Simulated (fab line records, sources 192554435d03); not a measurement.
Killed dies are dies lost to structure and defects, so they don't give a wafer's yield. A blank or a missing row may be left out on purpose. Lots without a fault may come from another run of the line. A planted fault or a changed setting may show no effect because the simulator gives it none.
Chamber matching | flow n5_finfet | N5_FIN_CUT_STRIP_24 on rie_diel-06: 4 sister chambers
The step strips in CF4. 4 wafers are shown with their chamber, then 7 later ones without.

WAFERS WITH THEIR CHAMBER
wafer  | chamber | showerhead_plenum_p_Torr (Torr)
L079.4 | 3       | 1.71
L083.6 | 0       | 1.89
L087.3 | 2       | 1.73
L087.4 | 1       | 1.68

WAFERS WITHOUT THEIR CHAMBER
wafer  | showerhead_plenum_p_Torr (Torr)
L087.6 | 1.68
L089.1 | 1.88
L089.2 | 1.73
L089.4 | 1.71
L092.1 | 1.88
L092.2 | 1.68
L092.3 | 1.73

WHICH CHAMBER EACH WENT THROUGH
wafer  | from the rows above | in truth
L087.6 | 1                   | 1
L089.1 | 0                   | 0
L089.2 | 2                   | 2
L089.4 | 3                   | 3
L092.1 | 0                   | 0
L092.2 | 1                   | 1
L092.3 | 2                   | 2
Placed correctly: 7 of 7. Can't be placed from these rows: 0. Placed wrongly: 0.
How it was worked out, from the rows above alone: a wafer's distance from a chamber is the root of the sum, over the readings, of the square of ((its reading less the chamber's mean) divided by the reading's scatter). The wafer belongs to the nearest chamber; if the next one is less than 2 further off, it can't be placed. A chamber's mean is the mean of its shown wafers. The scatter: with one shown wafer a chamber, the root of the mean of the squares of how far each hidden wafer lies from its nearest shown one.
